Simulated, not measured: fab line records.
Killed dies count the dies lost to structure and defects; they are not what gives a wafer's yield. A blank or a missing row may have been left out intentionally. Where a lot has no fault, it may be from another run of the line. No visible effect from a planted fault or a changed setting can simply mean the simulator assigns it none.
Which tool is to blame?	flow nandHarc	22 lots with 66 wafers sampled at 6 steps, on a route of 1302 steps

## WHAT THE GAUGES SHOWED, per wafer
The record lacks any reading of a measuring or inspecting step that a usual standard deviation could be used to judge.

## EACH LOT AND THE TOOL THAT RAN IT (in order: tool; ch and the chambers of the sampled wafers; start)
lot	NHARC_A_STAIRCASE_ETCH_169	NHARC_A_STAIRCASE_TRIM_14	NHARC_A_STAIRCASE_ETCH_27	NHARC_A_STAIRCASE_DESCUM_186	NHARC_A_STAIRCASE_ETCH_190	NHARC_A_STAIRCASE_ETCH_221
L074	rieDiel-09 ch 0,1,3, day 15 07:07	rieDiel-02 ch 0,1,2, day 15 16:37 or earlier	rieDiel-02 ch 2,3, day 15 16:37 or earlier	rieDiel-09 ch 0,1,2, day 15 16:37	rieDiel-09 ch 2,3, no start	rieDiel-09 ch 0,1, no start
L075	rieDiel-02 ch 0,1,3, day 16 11:06	rieDiel-09 ch 0,1,2, day 16 17:48 or earlier	rieDiel-09 ch 0,2,3, day 16 17:48 or earlier	rieDiel-08 ch 0,2,3, day 16 17:48	rieDiel-08 ch 1,2,3, no start	rieDiel-08 ch 0,1, no start
L076	rieDiel-08 ch 0,2, day 16 21:10	rieDiel-08 ch 0,1,2, day 17 02:45 or earlier	rieDiel-02 ch 0,1,3, day 17 02:45 or earlier	rieDiel-02 ch 1,2,3, day 17 02:45	rieDiel-02 ch 0,1,2, no start	rieDiel-02 ch 0,2,3, no start
L077	rieDiel-08 ch 2,3, day 17 19:37	rieDiel-02 ch 0,1,3, day 18 00:55 or earlier	rieDiel-09 ch 0,1, day 18 00:55 or earlier	rieDiel-09 ch 0,2,3, day 18 00:55	rieDiel-09 ch 1,3, no start	rieDiel-02 ch 1,2, no start
L080	rieDiel-09 ch 0,1,2, day 17 22:00	rieDiel-09 ch 0,3, day 18 03:26 or earlier	rieDiel-02 ch 0,1,2, day 18 03:26 or earlier	rieDiel-09 ch 0,2,3, day 18 03:26	rieDiel-09 ch 1,3, no start	rieDiel-08 ch 0,2, no start
L079	rieDiel-09 ch 0,1,3, day 18 04:54	rieDiel-09 ch 0,1, day 18 10:31 or earlier	rieDiel-09 ch 0,3, day 18 10:31 or earlier	rieDiel-08 ch 0,1, day 18 10:31	rieDiel-08 ch 0,2,3, no start	rieDiel-08 ch 0,1, no start
L081	rieDiel-09 ch 2,3, day 18 18:28	rieDiel-09 ch 0,1, day 19 02:19 or earlier	rieDiel-02 ch 0,2, day 19 02:19 or earlier	rieDiel-08 ch 0,1, day 19 02:19	rieDiel-08 ch 0,1, no start	rieDiel-08 ch 1,2, no start
L082	rieDiel-02 ch 0,1,3, day 19 02:29	rieDiel-08 ch 1,2,3, day 19 07:53 or earlier	rieDiel-08 ch 0,2,3, day 19 07:53 or earlier	rieDiel-09 ch 0,2, day 19 07:53	rieDiel-09 ch 0,1,2, no start	rieDiel-02 ch 0,1,3, no start
L083	rieDiel-09 ch 1,2,3, day 19 15:34	rieDiel-08 ch 0,2,3, day 19 21:48 or earlier	rieDiel-08 ch 0,1,3, day 19 21:48 or earlier	rieDiel-02 ch 1,3, day 19 21:48	rieDiel-02 ch 1,2, no start	rieDiel-08 ch 0,1,3, no start
L085	rieDiel-08 ch 0,1,3, day 20 06:08	rieDiel-08 ch 0,2,3, day 20 11:29 or earlier	rieDiel-08 ch 1,3, day 20 11:29 or earlier	rieDiel-02 ch 1,2,3, day 20 11:29	rieDiel-02 ch 0,1,3, no start	rieDiel-08 ch 2,3, no start
L084	rieDiel-09 ch 0,1,2, day 20 06:20	rieDiel-02 ch 0,1,2, day 20 12:11 or earlier	rieDiel-02 ch 1,2, day 20 12:11 or earlier	rieDiel-08 ch 0,2,3, day 20 12:11	rieDiel-08 ch 0,3, no start	rieDiel-08 ch 0,1, no start
L086	rieDiel-09 ch 1,2,3, day 20 21:39	rieDiel-08 ch 1,2,3, day 21 06:05 or earlier	rieDiel-08 ch 0,1,2, day 21 06:05 or earlier	rieDiel-09 ch 1,2,3, day 21 06:05	rieDiel-09 ch 0,2,3, no start	rieDiel-09 ch 1,2,3, no start
L087	rieDiel-02 ch 2,3, day 20 21:50	rieDiel-02 ch 1,3, day 21 05:57 or earlier	rieDiel-09 ch 1,2,3, day 21 05:57 or earlier	rieDiel-02 ch 0,1,2, day 21 05:57	rieDiel-02 ch 0,1,2, no start	rieDiel-08 ch 0,2,3, no start
L089	rieDiel-08 ch 0,1, day 22 03:33	rieDiel-08 ch 1,2,3, day 22 08:49 or earlier	rieDiel-08 ch 0,3, day 22 08:49 or earlier	rieDiel-02 ch 0,2,3, day 22 08:49	rieDiel-02 ch 1,2, no start	rieDiel-02 ch 2,3, no start
L090	rieDiel-02 ch 0,1,2, day 22 11:08	rieDiel-09 ch 0,1,3, day 22 16:37 or earlier	rieDiel-09 ch 0,1,2, day 22 16:37 or earlier	rieDiel-08 ch 0,1,3, day 22 16:37	rieDiel-08 ch 0,1,3, no start	rieDiel-02 ch 0,1,2, no start
L088	rieDiel-09 ch 0,1, day 22 11:12	rieDiel-08 ch 1,2,3, day 22 17:41 or earlier	rieDiel-08 ch 0,1,2, day 22 17:41 or earlier	rieDiel-02 ch 0,1,2, day 22 17:41	rieDiel-02 ch 0,2,3, no start	rieDiel-08 ch 1,2,3, no start
L092	rieDiel-08 ch 0,1, day 23 00:01	rieDiel-08 ch 0,2,3, day 23 05:19 or earlier	rieDiel-08 ch 2,3, day 23 05:19 or earlier	rieDiel-08 ch 0,1,2, day 23 05:19	rieDiel-08 ch 0,1, no start	rieDiel-09 ch 0,1, no start
L093	rieDiel-02 ch 1,2,3, day 23 11:43	rieDiel-02 ch 1,3, day 23 17:23 or earlier	rieDiel-09 ch 1,2,3, day 23 17:23 or earlier	rieDiel-02 ch 2,3, day 23 17:23	rieDiel-02 ch 0,2,3, no start	rieDiel-02 ch 0,2, no start
L094	rieDiel-02 ch 1,2,3, day 23 11:55	rieDiel-08 ch 1,2, day 23 17:46 or earlier	rieDiel-02 ch 2,3, day 23 17:46 or earlier	rieDiel-09 ch 0,2,3, day 23 17:46	rieDiel-09 ch 0,1,3, no start	rieDiel-02 ch 0,1,2, no start
L095	rieDiel-09 ch 0,1,3, day 24 06:57	rieDiel-09 ch 0,3, day 24 12:28 or earlier	rieDiel-08 ch 0,1,2, day 24 12:28 or earlier	rieDiel-02 ch 1,2,3, day 24 12:28	rieDiel-02 ch 0,2,3, no start	rieDiel-02 ch 0,2,3, no start
L096	rieDiel-08 ch 0,1, day 24 11:22	rieDiel-09 ch 1,2,3, day 24 16:49 or earlier	rieDiel-09 ch 0,1,2, day 24 16:49 or earlier	rieDiel-08 ch 0,1,3, day 24 16:49	rieDiel-08 ch 1,2, no start	rieDiel-02 ch 1,2, no start
L097	rieDiel-08 ch 0,1,3, day 25 11:48	rieDiel-02 ch 0,1,2, day 25 17:10 or earlier	rieDiel-02 ch 1,2,3, day 25 17:10 or earlier	rieDiel-08 ch 0,1,2, day 25 17:10	rieDiel-08 ch 0,2,3, no start	rieDiel-08 ch 0,1,2, no start
- NHARC_A_STAIRCASE_ETCH_169: etches the open film in CH3F/O2, target depth 50 nm, time 107.1 s.
- NHARC_A_STAIRCASE_TRIM_14: chemistry O2, time 211.2 s.
- NHARC_A_STAIRCASE_ETCH_27: etches the open film in C4F8/O2, target depth 100 nm, time 40.5 s.
- NHARC_A_STAIRCASE_DESCUM_186: chemistry O2, time 3 s.
- NHARC_A_STAIRCASE_ETCH_190: etches the open film in C4F8/O2, target depth 100 nm, time 40.5 s.
- NHARC_A_STAIRCASE_ETCH_221: etches the open film in C4F8/O2, target depth 100 nm, time 40.5 s.

## AS READ BY THE TOOLS THEMSELVES (means over the sampled wafers that have a number; for cases with no such wafer, the mark the record gives instead)
NHARC_A_STAIRCASE_ETCH_169.
lot	tool	biasW (W)	drypumpMotorCurrentA (A)	oesProductAu (a.u.)	rfVppV (V)	showerheadPlenumPTorr (Torr)	throttleValvePct (%)
L074	rieDiel-09	99.98	5.8	0.953	243.5	2.43	20.663
L075	rieDiel-02	100.09	6.2	0.971	246.0	2.58	20.658
L076	rieDiel-08	100.06	5.3	0.971	242.6	2.35	20.657
L077	rieDiel-08	100.19	5.7	0.961	242.5	2.35	20.666
L080	rieDiel-09	99.92	5.4	0.957	244.9	2.53	20.660
L079	rieDiel-09	99.68	5.8	0.947	244.0	2.42	20.661
L081	rieDiel-09	100.12	6.0	0.982	244.0	2.41	20.658
L082	rieDiel-02	100.00	6.2	0.973	246.4	2.57	20.659
L083	rieDiel-09	100.29	5.8	0.949	244.8	2.50	20.672
L085	rieDiel-08	99.93	5.8	0.960	241.6	2.35	20.661
L084	rieDiel-09	100.14	5.4	0.963	244.9	2.52	20.661
L086	rieDiel-09	100.24	5.8	0.933	244.7	2.50	20.663
L087	rieDiel-02	100.16	6.4	0.974	245.2	2.54	20.663
L089	rieDiel-08	100.11	5.8	0.968	243.4	2.40	20.661
L090	rieDiel-02	100.08	5.9	0.971	245.4	2.47	20.664
L088	rieDiel-09	99.96	5.4	0.973	244.6	2.42	20.666
L092	rieDiel-08	99.97	5.8	0.966	242.8	2.39	20.668
L093	rieDiel-02	99.94	6.2	0.965	245.0	2.47	20.669
L094	rieDiel-02	99.88	6.2	0.948	244.8	2.47	20.657
L095	rieDiel-09	99.93	5.8	0.929	244.1	2.40	20.664
L096	rieDiel-08	100.20	5.8	0.964	245.3	2.52	20.666
L097	rieDiel-08	99.87	5.8	0.964	246.5	2.59	20.665

NHARC_A_STAIRCASE_TRIM_14.
lot	tool	drypumpMotorCurrentA (A)	oesProductAu (a.u.)	rfVppV (V)	showerheadPlenumPTorr (Torr)	throttleValvePct (%)
L074	rieDiel-02	6.0	1.010	57.1	3.57	17.042
L075	rieDiel-09	5.4	1.005	58.2	3.63	17.032
L076	rieDiel-08	5.5	0.996	57.5	3.42	17.044
L077	rieDiel-02	6.1	0.998	57.9	3.69	17.033
L080	rieDiel-09	5.6	0.999	57.6	3.36	17.042
L079	rieDiel-09	5.4	1.004	57.7	3.49	17.041
L081	rieDiel-09	5.4	0.992	57.6	3.49	17.042
L082	rieDiel-08	6.0	1.011	57.5	3.42	17.028
L083	rieDiel-08	5.5	1.004	57.7	3.33	17.034
L085	rieDiel-08	5.5	1.001	57.9	3.33	17.040
L084	rieDiel-02	6.0	1.008	58.2	3.55	17.038
L086	rieDiel-08	5.9	0.997	57.4	3.41	17.032
L087	rieDiel-02	6.3	1.001	58.4	3.60	17.039
L089	rieDiel-08	5.9	1.001	59.3	3.41	17.040
L090	rieDiel-09	5.8	1.005	57.5	3.45	17.036
L088	rieDiel-08	6.0	1.003	58.7	3.41	17.038
L092	rieDiel-08	5.5	0.998	56.9	3.32	17.034
L093	rieDiel-02	6.3	1.006	57.1	3.59	17.032
L094	rieDiel-08	5.7	1.000	57.6	3.44	17.036
L095	rieDiel-09	5.6	1.001	57.2	3.33	17.033
L096	rieDiel-09	5.8	0.992	57.2	3.57	17.040
L097	rieDiel-02	6.0	1.006	58.3	3.53	17.033

NHARC_A_STAIRCASE_ETCH_27.
lot	tool	biasW (W)	oesProductAu (a.u.)	rfVppV (V)
L074	rieDiel-02	1002	0.934	902
L075	rieDiel-09	996	0.939	894
L076	rieDiel-02	1000	0.950	901
L077	rieDiel-09	999	0.958	899
L080	rieDiel-02	1000	0.948	897
L079	rieDiel-09	999	0.943	889
L081	rieDiel-02	998	0.950	900
L082	rieDiel-08	999	0.933	888
L083	rieDiel-08	1000	0.944	890
L085	rieDiel-08	1001	0.942	891
L084	rieDiel-02	1002	0.952	894
L086	rieDiel-08	1000	0.954	892
L087	rieDiel-09	998	0.951	897
L089	rieDiel-08	1002	0.949	886
L090	rieDiel-09	1001	0.946	900
L088	rieDiel-08	1001	0.946	891
L092	rieDiel-08	1002	0.936	889
L093	rieDiel-09	999	0.958	898
L094	rieDiel-02	1000	0.944	900
L095	rieDiel-08	1003	0.947	896
L096	rieDiel-09	1006	0.949	899
L097	rieDiel-02	1003	0.947	896

NHARC_A_STAIRCASE_DESCUM_186.
lot	tool	drypumpMotorCurrentA (A)	oesProductAu (a.u.)	rfVppV (V)	showerheadPlenumPTorr (Torr)	throttleValvePct (%)
L074	rieDiel-09	5.4	0.989	58.3	1.97	11.316
L075	rieDiel-08	5.5	1.010	57.3	1.81	11.306
L076	rieDiel-02	6.2	1.013	58.0	1.94	11.308
L077	rieDiel-09	5.6	0.995	57.5	1.88	11.313
L080	rieDiel-09	5.6	1.003	58.1	1.88	11.313
L079	rieDiel-08	5.8	1.010	57.3	1.87	11.311
L081	rieDiel-08	5.3	0.995	57.5	1.82	11.309
L082	rieDiel-09	5.3	1.000	57.3	1.89	11.318
L083	rieDiel-02	6.3	1.013	57.8	1.96	11.317
L085	rieDiel-02	6.2	1.005	57.6	1.94	11.309
L084	rieDiel-08	5.5	1.008	57.4	1.80	11.316
L086	rieDiel-09	5.8	1.010	57.9	1.95	11.310
L087	rieDiel-02	6.0	1.004	57.4	1.93	11.311
L089	rieDiel-02	6.1	0.997	57.8	1.97	11.308
L090	rieDiel-08	5.8	1.007	57.0	1.82	11.310
L088	rieDiel-02	6.0	0.997	57.7	1.92	11.308
L092	rieDiel-08	5.5	1.004	57.4	1.84	11.313
L093	rieDiel-02	6.4	1.001	58.0	1.98	11.311
L094	rieDiel-09	5.6	1.001	58.4	1.87	11.309
L095	rieDiel-02	6.3	1.002	57.8	1.92	11.321
L096	rieDiel-08	5.8	0.992	58.6	2.02	11.307
L097	rieDiel-08	5.5	0.994	56.7	1.94	11.302

NHARC_A_STAIRCASE_ETCH_190.
lot	tool	biasW (W)	oesProductAu (a.u.)	rfVppV (V)
L074	rieDiel-09	998	0.931	900
L075	rieDiel-08	1002	0.946	893
L076	rieDiel-02	1000	0.950	898
L077	rieDiel-09	997	0.959	893
L080	rieDiel-09	1005	0.947	893
L079	rieDiel-08	996	0.941	889
L081	rieDiel-08	999	0.940	890
L082	rieDiel-09	998	0.956	899
L083	rieDiel-02	1001	0.926	892
L085	rieDiel-02	999	0.943	902
L084	rieDiel-08	1003	0.950	886
L086	rieDiel-09	999	0.936	893
L087	rieDiel-02	1001	0.949	897
L089	rieDiel-02	1000	0.955	893
L090	rieDiel-08	1001	0.951	890
L088	rieDiel-02	1002	0.929	899
L092	rieDiel-08	1004	0.941	889
L093	rieDiel-02	1002	0.933	899
L094	rieDiel-09	1001	0.953	892
L095	rieDiel-02	1001	0.940	899
L096	rieDiel-08	1003	0.951	894
L097	rieDiel-08	1001	0.939	901

NHARC_A_STAIRCASE_ETCH_221.
lot	tool	biasW (W)	oesProductAu (a.u.)	rfVppV (V)
L074	rieDiel-09	1001.6	0.932	895
L075	rieDiel-08	1000.2	0.933	891
L076	rieDiel-02	998.9	0.961	900
L077	rieDiel-02	1001.5	0.927	895
L080	rieDiel-08	1000.1	0.947	889
L079	rieDiel-08	999.4	0.948	892
L081	rieDiel-08	1000.9	0.949	893
L082	rieDiel-02	1000.4	0.955	901
L083	rieDiel-08	1000.6	0.947	890
L085	rieDiel-08	998.4	0.968	889
L084	rieDiel-08	1002.2	0.941	893
L086	rieDiel-09	997.9	0.940	898
L087	rieDiel-08	999.4	0.951	889
L089	rieDiel-02	1000.3	0.948	900
L090	rieDiel-02	1001.1	0.948	898
L088	rieDiel-08	1000.3	0.917	892
L092	rieDiel-09	997.9	0.949	898
L093	rieDiel-02	1000.4	0.944	894
L094	rieDiel-02	999.7	0.940	897
L095	rieDiel-02	1000.4	0.950	899
L096	rieDiel-02	999.4	0.958	892
L097	rieDiel-08	999.0	0.928	898

## THE ANSWER, worked out from the rows above alone
Rule: the usual values come from the lots themselves. The widest of any qualifying gaps counts: lots, ordered by their means at a reading, are off when they make up no more than a third of the lots, leave a main group of 4 or more, and stand apart from it by 3 or more times the standard deviation of that group's means. The tables above print the reading to a certain number of digits; a main group whose means all agree to those digits is not used. A lot without any number at a reading at which 4 lots or more have one is off too. Where the step has rows for the other lots, those lots are counted as sound. First the gauges in route order, then the tools' own readings, where a lot's mean is used as printed above. The first step at which some lot is off is used, and at that step the reading that is off furthest; a lot without a number counts as furthest.
No lot is off at any reading shown: from this, nothing can be told.

## WHAT WAS PUT IN BY THE SIMULATOR
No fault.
